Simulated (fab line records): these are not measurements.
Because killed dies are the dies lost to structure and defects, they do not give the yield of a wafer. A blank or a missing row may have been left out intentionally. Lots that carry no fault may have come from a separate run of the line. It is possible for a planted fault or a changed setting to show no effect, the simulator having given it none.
fab line records | flow n5Finfet
[record] lots = 11 | wafers = 33 | lastDay = 16
route steps=1938 shown HKMG_FIN@439 PASSIVATION@1936
lots with no fault: from the same line, run without faults
startH: start of the lot's first displayed wafer, in hours after the record's first day | waitH: hours from the lot's prior step to this one | " the same as in the row above | L1.1+2: a row that stands for several wafers | - no value, or no start was given | * or withheld: withheld | < > ~ a bound
route shown NAME@n: a module of which the file shows steps, and the number in the route of the first | usual: mean and standard deviation over wafers with no fault | same: alike in all rows | chamber/n: place in a boat | sites: per-site readings | _std_site: their standard deviation | _edge_site: inner sites' mean taken away from outer sites' mean | radiusMm: how far each site lies from the wafer's centre | mask NAME#n: copy n | behind: the tool/chamber that last shaped the wafer | hold: why the lot went on hold/how many hours it stayed there/how the hold came to an end | device: the transistor (n, p or np) that didn't switch | end of line: the tests these same wafers got at the end of their route | for a step that has no rows: nothing shown but its recipe | killed: dies that structure and defects cost at the first sort, which is not the same as the wafer's yield | map: the dies of a wafer, with x for killed, . for not killed, _ for no die there
set.NAME: setting as actually run; set.NAME@STEP: the setting as run at that earlier step | model.NAME: the simulator's own value behind a step, which no gauge read
steps of the route over a sample of lots; a table a step, a row a wafer
services: the hour from which a tool's chamber was out of use, counted from the record's first day as startH (under 0 if before that day), plus the number of hours and why
[[steps]]
[step N5_HKMG_FIN_STRIP_92]
[recipe] chemistry = N2/H2 | material = SOC | timeS = 20 | powerW = 500 | tempC = 40 | pressureMtorr = 50 | rfFrequencyHz = 6e+07 | biasPowerW = 8 | h2Frac = 0.5 | n2FlowSccm = 300 | h2FlowSccm = 300
[usual] drypumpMotorCurrentA = 5.61/0.3 | oesProductAu = 0.79/0.085 | rfVppV = 54.0/0.8 | showerheadPlenumPTorr = 3.32/0.087 | throttleValvePct = 19.1/0.56
lot.wafer | tool       | chamber | startH | waitH | drypumpMotorCurrentA | oesProductAu | rfHoursCounterH | rfVppV | showerheadPlenumPTorr | throttleValvePct
L681.1    | rieDiel-06 | 0       | 86.11  | 0.1   | 6.01                 | 0.89         | 10              | 54.0   | 3.28                  | 18.5
L681.2    | "          | 1       | "      | "     | 5.42                 | 1.00         | 1               | 53.7   | 3.45                  | 18.6
L681.3    | "          | 2       | "      | "     | 5.55                 | 0.91         | 42              | 55.2   | 3.44                  | 19.9
L682.2    | rieDiel-06 | 0       | 88.46  | 0.1   | 6.06                 | 0.90         | 11              | 53.8   | 3.28                  | 18.5
L682.3    | "          | 3       | "      | "     | 5.95                 | 0.71         | 186             | 55.1   | 3.20                  | 18.8
L682.6    | "          | 3       | "      | "     | 5.96                 | 0.72         | -               | 52.1   | 3.20                  | 18.8
L683.1    | rieDiel-02 | 0       | 98.81  | 0.1   | 5.69                 | 0.74         | 182             | 54.4   | 3.26                  | 19.9
L683.3    | "          | 1       | "      | "     | 5.21                 | 0.77         | 100             | 53.3   | 3.26                  | 19.2
L683.6    | "          | 0       | "      | "     | 5.70                 | 0.74         | -               | 54.0   | 3.26                  | 19.9
L684.1    | rieDiel-02 | 3       | 99.78  | 0.1   | 5.76                 | 0.69         | 242             | 53.2   | 3.34                  | 19.9
L684.5    | "          | 1       | "      | "     | 5.23                 | 0.78         | -               | 53.7   | 3.26                  | 19.2
L684.6    | "          | 0       | "      | "     | 5.70                 | 0.74         | -               | 53.6   | 3.26                  | 19.9
L686.2    | rieDiel-03 | 2       | 111.03 | 0.1   | 5.70                 | 0.91         | 21              | 56.5   | 3.40                  | 18.5
L686.4    | "          | 0       | "      | "     | 5.13                 | 0.71         | 213             | 53.1   | 3.47                  | 18.8
L686.6    | "          | 3       | "      | "     | 5.94                 | 0.74         | -               | 53.5   | 3.36                  | 19.0
L696.2    | rieDiel-02 | 1       | 170.11 | 0.1   | 5.20                 | 0.75         | 128             | 52.3   | 3.24                  | 19.2
L696.3    | "          | 0       | "      | "     | 5.71                 | 0.72         | 210             | 53.9   | 3.24                  | 20.0
L696.5    | "          | 1       | "      | "     | 5.20                 | 0.75         | -               | 55.0   | 3.25                  | 19.2
L697.1    | rieDiel-03 | 3       | 177.87 | 0.1   | 5.93                 | 0.72         | 164             | 53.5   | 3.34                  | 19.0
L697.3    | "          | 2       | "      | "     | 5.72                 | 0.86         | 44              | 54.7   | 3.39                  | 18.5
L697.5    | "          | 0       | "      | "     | 5.10                 | 0.70         | -               | 54.1   | 3.46                  | 18.8
L698.2    | rieDiel-02 | 0       | 189.20 | 0.1   | 5.68                 | 0.71         | 218             | 54.0   | 3.24                  | 20.0
L698.4    | "          | 2       | "      | "     | 5.70                 | 0.71         | 220             | 53.0   | 3.31                  | 19.7
L698.5    | "          | 3       | "      | "     | 5.74                 | 0.93         | -               | 54.4   | 3.33                  | 19.5
L699.3    | rieDiel-03 | 1       | 190.41 | 0.1   | 5.22                 | 0.78         | 117             | 54.7   | 3.20                  | 18.5
L699.5    | "          | 1       | "      | "     | 5.24                 | 0.79         | -               | 53.6   | 3.20                  | 18.5
L699.6    | "          | 2       | "      | "     | 5.73                 | 0.87         | -               | 53.2   | 3.39                  | 18.5
L700.2    | rieDiel-03 | 2       | 195.54 | 0.1   | 5.73                 | 0.86         | 51              | 54.1   | 3.39                  | 18.5
L700.4    | "          | 3       | "      | "     | 5.91                 | 0.72         | 171             | 54.9   | 3.34                  | 19.0
L700.6    | "          | 1       | "      | "     | 5.21                 | 0.78         | -               | 52.3   | 3.20                  | 18.5
L701.1    | rieDiel-02 | 2       | 202.27 | 0.1   | 5.67                 | 0.70         | 223             | 53.6   | 3.31                  | 19.7
L701.2    | "          | 1       | "      | "     | 5.26                 | 0.73         | 141             | 53.8   | 3.24                  | 19.3
L701.4    | "          | 0       | "      | "     | 5.68                 | 0.70         | 221             | 55.3   | 3.23                  | 20.0
[step N5_HKMG_FIN_COAT_66]
[recipe] resist = SOC | tempC = 250 | timeS = 60 | spinRpm = 1500 | resistThkNm = 300
[usual] runLengthS = 66.12/0.16
lot.wafer | tool          | chamber | startH | waitH | runLengthS
L681.1    | lithoTrack-03 | 0       | 87.99  | 0.2   | 66.19
L681.2    | "             | 0       | "      | "     | 66.21
L681.3    | "             | 0       | "      | "     | 66.42
L682.2    | lithoTrack-01 | 0       | 90.43  | 0.2   | 66.13
L682.3    | "             | 0       | "      | "     | 66.24
L682.6    | "             | 0       | "      | "     | 66.25
L683.1    | lithoTrack-03 | 0       | 100.81 | 0.2   | 66.08
L683.3    | "             | 0       | "      | "     | 66.09
L683.6    | "             | 0       | "      | "     | 66.18
L684.1    | lithoTrack-04 | 0       | 101.72 | 0.2   | 65.99
L684.5    | "             | 0       | "      | "     | 65.87
L684.6    | "             | 0       | "      | "     | 66.32
L686.2    | lithoTrack-04 | 0       | 112.91 | 0.2   | 66.03
L686.4    | "             | 0       | "      | "     | 65.90
L686.6    | "             | 0       | "      | "     | 65.95
L696.2    | lithoTrack-03 | 0       | 172.00 | 0.2   | 66.16
L696.3    | "             | 0       | "      | "     | 66.21
L696.5    | "             | 0       | "      | "     | 73.72
L697.1    | lithoTrack-04 | 0       | 180.05 | 0.2   | 65.96
L697.3    | "             | 0       | "      | "     | 66.20
L697.5    | "             | 0       | "      | "     | 65.90
L698.2    | lithoTrack-03 | 0       | 191.45 | 0.2   | 66.38
L698.4    | "             | 0       | "      | "     | 66.15
L698.5    | "             | 0       | "      | "     | 73.62
L699.3    | lithoTrack-04 | 0       | 192.29 | 0.2   | 65.93
L699.5    | "             | 0       | "      | "     | 65.98
L699.6    | "             | 0       | "      | "     | 66.12
L700.2    | lithoTrack-04 | 0       | 197.44 | 0.2   | 66.07
L700.4    | "             | 0       | "      | "     | 65.91
L700.6    | "             | 0       | "      | "     | 66.13
L701.1    | lithoTrack-04 | 0       | 204.49 | 0.2   | 66.04
L701.2    | "             | 0       | "      | "     | 65.89
L701.4    | "             | 0       | "      | "     | 65.91
[step N5_HKMG_FIN_ETCHBACK_68]
[recipe] chemistry = Cl2/Ar | stopOn = HfO2 | targetDepthA = 5 | pressureMtorr = 10 | icpW = 600 | biasW = 60 | Cl2_flow_sccm = 40 | Ar_flow_sccm = 60
[usual] biasW = 60.00/0.18 | drypumpMotorCurrentA = 5.5/0.53 | mfcArSccm = 60.00/0.2 | oesProductAu = 0.78/0.13 | throttleValvePct = 21.05/0.24
lot.wafer | tool        | chamber | startH | waitH | biasW | drypumpMotorCurrentA | mfcArSccm | oesProductAu | rfHoursCounterH | throttleValvePct
L681.1    | rieMetal-02 | 0       | 88.37  | 0.0   | 59.97 | 5.6                  | 60.21     | 0.59         | 145             | 21.14
L681.2    | "           | 1       | "      | "     | 60.34 | 4.7                  | 60.34     | 0.66         | 89              | 21.28
L681.3    | "           | 0       | "      | "     | 59.63 | 5.6                  | 60.38     | 0.59         | -               | 21.14
L682.2    | rieMetal-03 | 1       | 90.71  | 0.0   | 60.25 | 6.0                  | 60.02     | 0.99         | 1               | 20.66
L682.3    | "           | 0       | "      | "     | 59.93 | 6.0                  | 60.12     | 0.70         | -               | 21.24
L682.6    | "           | 0       | "      | "     | 60.09 | 6.0                  | 59.80     | 0.70         | -               | 21.26
L683.1    | rieMetal-02 | 1       | 101.12 | 0.0   | 59.85 | 4.7                  | 59.92     | 0.66         | 91              | 21.28
L683.3    | "           | 0       | "      | "     | 60.28 | 5.5                  | 60.16     | 0.59         | -               | 21.14
L683.6    | "           | 0       | "      | "     | 59.96 | 5.5                  | 59.97     | 0.59         | -               | 21.13
L684.1    | rieMetal-02 | 1       | 102.01 | 0.0   | 60.07 | 4.7                  | 59.62     | 0.66         | 91              | 21.31
L684.5    | "           | 1       | "      | "     | 60.16 | 4.7                  | 59.90     | 0.66         | -               | 21.30
L684.6    | "           | 1       | "      | "     | 60.40 | 4.7                  | 59.79     | 0.66         | -               | 21.29
L686.2    | rieMetal-02 | 1       | 113.23 | 0.1   | 59.92 | 4.7                  | 60.28     | 0.65         | -               | 21.30
L686.4    | "           | 1       | "      | "     | 59.84 | 4.7                  | 60.02     | 0.66         | -               | 21.31
L686.6    | "           | 1       | "      | "     | 59.91 | 4.7                  | 60.21     | 0.66         | -               | 21.29
L696.2    | rieMetal-03 | 0       | 172.28 | 0.0   | 60.05 | 6.0                  | 59.79     | 0.69         | 81              | 21.24
L696.3    | "           | 1       | "      | "     | 60.10 | 6.0                  | 60.24     | 0.91         | -               | 20.67
L696.5    | "           | 1       | "      | "     | 60.22 | 6.0                  | 59.78     | 0.92         | -               | 20.69
L697.1    | rieMetal-02 | 1       | 180.42 | 0.0   | 60.16 | 4.7                  | 59.79     | 0.65         | 100             | 21.31
L697.3    | "           | 1       | "      | "     | 59.95 | 4.7                  | 59.71     | 0.64         | -               | 21.33
L697.5    | "           | 0       | "      | "     | 59.98 | 5.6                  | 60.07     | 0.89         | -               | 20.87
L698.2    | rieMetal-02 | 1       | 191.73 | 0.0   | 60.05 | 4.8                  | 60.01     | 0.65         | 100             | 21.31
L698.4    | "           | 1       | "      | "     | 59.76 | 4.7                  | 60.03     | 0.64         | -               | 21.32
L698.5    | "           | 1       | "      | "     | 60.03 | 4.7                  | 59.85     | 0.64         | -               | 21.32
L699.3    | rieMetal-01 | 1       | 192.69 | 0.1   | 60.03 | 5.9                  | 60.15     | 0.85         | -               | 20.90
L699.5    | "           | 1       | "      | "     | 60.11 | 5.9                  | 60.35     | 0.85         | -               | 20.88
L699.6    | "           | 0       | "      | "     | 59.63 | 5.6                  | 59.97     | 0.94         | -               | 20.89
L700.2    | rieMetal-01 | 0       | 197.72 | 0.0   | 59.77 | 5.6                  | 60.01     | 0.94         | 3               | 20.89
L700.4    | "           | 0       | "      | "     | 60.07 | 5.6                  | 60.02     | 0.95         | -               | 20.90
L700.6    | "           | 1       | "      | "     | 60.12 | 5.8                  | 59.70     | 0.85         | -               | 20.89
L701.1    | rieMetal-03 | 0       | 204.77 | 0.0   | 60.20 | 6.0                  | 60.01     | 0.69         | 84              | 21.25
L701.2    | "           | 1       | "      | "     | 59.92 | 6.0                  | 60.02     | 0.90         | 11              | 20.69
L701.4    | "           | 1       | "      | "     | 59.93 | 6.0                  | 60.16     | 0.89         | -               | 20.70
[step N5_HKMG_FIN_ALD_21]
[recipe] material = TiN | targetThkA = 15 | tempC = 400 | aldPrecursorFamily = TiCl4 | aldCoReactant = NH3 | pulseTimeS = 1 | purgeTimeS = 3 | coReactantPurgeTimeS = 2 | coReactantPulseTimeS = 2 | aldCycles = 68 | pressureTorr = 3
[usual] heaterPowerW = 909/80 | precursorPulseHeightRel = 0.997/0.02
lot.wafer | tool        | chamber | startH | waitH | heaterPowerW | precursorPulseHeightRel
L681.1    | aldMetal-04 | 0       | 88.89  | 0.3   | 836          | 1.007
L681.2    | "           | 1       | "      | "     | 956          | 0.978
L681.3    | "           | 3       | "      | "     | 873          | 1.013
L682.2    | aldMetal-02 | 0       | 91.23  | 0.3   | 859          | 0.993
L682.3    | "           | 3       | "      | "     | 865          | 0.979
L682.6    | "           | 0       | "      | "     | 860          | 1.000
L683.1    | aldMetal-02 | 1       | 101.71 | 0.3   | 952          | 0.975
L683.3    | "           | 2       | "      | "     | 820          | 0.990
L683.6    | "           | 3       | "      | "     | 862          | 1.019
L684.1    | aldMetal-03 | 1       | 102.66 | 0.3   | 1045         | 1.020
L684.5    | "           | 0       | "      | "     | 830          | 0.975
L684.6    | "           | 1       | "      | "     | 1053         | 1.026
L686.2    | aldMetal-02 | 2       | 113.83 | 0.3   | 812          | 0.976
L686.4    | "           | 0       | "      | "     | 851          | 1.009
L686.6    | "           | 3       | "      | "     | 857          | 0.971
L696.2    | aldMetal-02 | 0       | 172.81 | 0.3   | 863          | 0.992
L696.3    | "           | 1       | "      | "     | 955          | 0.983
L696.5    | "           | 1       | "      | "     | 947          | 1.021
L697.1    | aldMetal-02 | 0       | 180.95 | 0.3   | 854          | 0.992
L697.3    | "           | 3       | "      | "     | 852          | 0.991
L697.5    | "           | 2       | "      | "     | 811          | 1.000
L698.2    | aldMetal-03 | 1       | 192.26 | 0.3   | 1050         | 0.972
L698.4    | "           | 3       | "      | "     | 917          | 0.975
L698.5    | "           | 1       | "      | "     | 1076         | 1.000
L699.3    | aldMetal-02 | 0       | 193.18 | 0.1   | 859          | 1.012
L699.5    | "           | 3       | "      | "     | 852          | 0.988
L699.6    | "           | 0       | "      | "     | 861          | 1.023
L700.2    | aldMetal-03 | 2       | 198.24 | 0.3   | 1050         | 0.997
L700.4    | "           | 3       | "      | "     | 927          | 0.978
L700.6    | "           | 1       | "      | "     | 1056         | 1.020
L701.1    | aldMetal-03 | 3       | 205.30 | 0.3   | 953          | 1.024
L701.2    | "           | 2       | "      | "     | 1038         | 0.980
L701.4    | "           | 0       | "      | "     | 836          | 1.005
[step N5_PASSIVATION_PROBE_49]
[usual] killed_at_M0_to_M3 = 34/8.9 | killed_at_M4_up = 13/4.6 | killedAtContacts = 12/5.5 | killedAtFrontEnd = 41/11 | killedAtOther = 3.1/2.9 | killedDies = 102/16 | killedOpen = 66/11 | killedShort = 34/7.6
[same] grossDies = 1180 | killedAtBackSide = 0
lot.wafer | tool      | chamber | startH | waitH | killed_at_M0_to_M3 | killed_at_M4_up | killedAtContacts | killedAtFrontEnd | killedAtOther | killedDies | killedOpen | killedShort
L681.1    | prober-01 | -       | 276.02 | 0.0   | 30                 | 15              | 9                | 48               | 2             | 104        | 72         | 30
L681.2    | prober-01 | -       | 276.07 | 0.1   | 39                 | 8               | 9                | 67               | 3             | 126        | 77         | 44
L681.3    | prober-01 | -       | 276.12 | 0.1   | 26                 | 8               | 9                | 50               | 2             | 95         | 59         | 36
L700.2    | prober-01 | -       | 380.96 | 0.1   | 19                 | 10              | 22               | 35               | 0             | 86         | 53         | 32
L700.4    | prober-01 | -       | 381.06 | 0.2   | 41                 | 15              | 15               | 27               | 3             | 101        | 68         | 32
L700.6    | prober-01 | -       | 381.16 | 0.3   | 29                 | 21              | 14               | 22               | 2             | 88         | 67         | 19
// killed by level:class
L681.1 STI_FIN_REVEAL:geometricParticle:open=22 BEOL_M0_SAQP:geometricParticle:short=9 FIN_SAQP:geometricParticle:open=6 MOL_CONTACT_COAG:geometricParticle:open=6 BEOL_M2:geometricParticle:open=6 FIN_SAQP:geometricParticle:short=4 DUMMY_GATE:geometricParticle:open=4 BEOL_M0_SAQP:geometricParticle:open=4
L681.2 BEOL_M0_SAQP:geometricParticle:open=17 FIN_SAQP:geometricParticle:open=15 STI_FIN_REVEAL:geometricParticle:open=13 FIN_SAQP:geometricParticle:short=12 MOL_CONTACT_COAG:geometricParticle:open=8 BEOL_M0_SAQP:geometricParticle:short=8 DUMMY_GATE:geometricParticle:open=5 BEOL_M1:geometricParticle:open=5
L681.3 STI_FIN_REVEAL:geometricParticle:open=16 FIN_SAQP:geometricParticle:short=14 MOL_CONTACT_COAG:geometricParticle:open=8 DUMMY_GATE:geometricParticle:open=6 BEOL_M0_SAQP:geometricParticle:short=6 BEOL_M0_SAQP:geometricParticle:open=5 STARTING-WAFER:geometricParticle:short=5 BEOL_M1:geometricParticle:open=4
L700.2 MOL_CONTACT_COAG:geometricParticle:open=17 DUMMY_GATE:geometricParticle:open=6 GATE_CUT:geometricParticle:short=6 BEOL_M0_SAQP:geometricParticle:short=6 BEOL_M4:geometricParticle:open=6 STARTING-WAFER:geometricParticle:short=6 MOL_CONTACT_COAG:geometricParticle:short=5 STARTING-WAFER:geometricParticle:open=4
L700.4 MOL_CONTACT_COAG:geometricParticle:open=14 BEOL_M0_SAQP:geometricParticle:open=13 BEOL_M3:geometricParticle:open=12 DUMMY_GATE:geometricParticle:open=7 FIN_SAQP:geometricParticle:short=6 BEOL_M0_SAQP:geometricParticle:short=5 STARTING-WAFER:geometricParticle:short=5 BEOL_M4:geometricParticle:open=4
L700.6 MOL_CONTACT_COAG:geometricParticle:open=12 BEOL_M4:geometricParticle:open=12 BEOL_M3:geometricParticle:open=10 BEOL_M0_SAQP:geometricParticle:open=9 BEOL_M2:geometricParticle:open=6 DUMMY_GATE:geometricParticle:open=4 STARTING-WAFER:geometricParticle:short=4 GATE_CUT:geometricParticle:open=3
[[services]]
tool        | chamber | startH | hours | kind
rieMetal-03 | 1       | 64.25  | -     | clean
rieDiel-02  | 0       | 68.45  | 6.2   | repair
rieMetal-03 | 0       | 78.39  | 6.7   | repair
aldMetal-03 | 1       | 86.04  | 14.5  | repair
rieDiel-02  | -       | 91.15  | 2.8   | pm
rieDiel-06  | 0       | 91.22  | 16.7  | repair
rieMetal-02 | 0       | 101.59 | -     | clean
rieMetal-02 | 0       | 101.59 | 17.6  | scheduledDown
rieMetal-02 | 0       | 101.59 | 17.6  | ventCycle
aldMetal-03 | 0       | 105.20 | 1.5   | repair
rieDiel-02  | 1       | 112.26 | 2.7   | repair
rieDiel-02  | 3       | 116.22 | -     | clean
rieDiel-02  | 3       | 116.22 | -     | consumableReplace:focusRing
rieDiel-02  | 3       | 116.22 | 31.6  | scheduledDown
rieDiel-02  | 3       | 116.22 | 31.6  | ventCycle
aldMetal-04 | -       | 125.67 | 0.7   | repair
aldMetal-02 | 2       | 133.25 | 9.4   | repair
rieDiel-06  | 3       | 143.16 | 8.3   | repair
rieMetal-03 | -       | 149.00 | 0.4   | repair
aldMetal-03 | 0       | 172.35 | 26.0  | repair
rieDiel-06  | -       | 174.34 | 14.6  | pm
rieDiel-02  | -       | 198.01 | 0.6   | repair
aldMetal-02 | -       | 199.16 | 4.3   | pm
rieDiel-02  | 1       | 204.08 | 6.8   | repair
[[key]]
[firstSign] step = N5_HKMG_FIN_COAT_66 | reading = runLengthS | direction = up | sigmas = 48 | usual = * | struck = *
effect none on later readings
metAt N5_HKMG_FIN_COAT_66
struckLots L696,L698
struckWafers L696.5,L698.5
testerLeftOut L696,L698
notActingAt N5_HKMG_FIN_STRIP_92,N5_HKMG_FIN_ETCHBACK_68,N5_HKMG_FIN_ALD_21
onsetBetween 100.81 172.00
[fault] kind = processParameterDrift | tool = lithoTrack-03 | chamber = - | onsetH = 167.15 | steps = N5_HKMG_FIN_COAT_66 | channel = timeS | offset = * | shape = step | endH = 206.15 | scope = struckWafersOnly | actsIn = * | stated = *
// testerLeftOut: of these lots the tester's yield and bins aren't shown, on N5 and GAA mostly nor the transistor test; their killed dies are dies lost to structure and defects alone, not to doping, threshold or leakage, so they don't give the yield
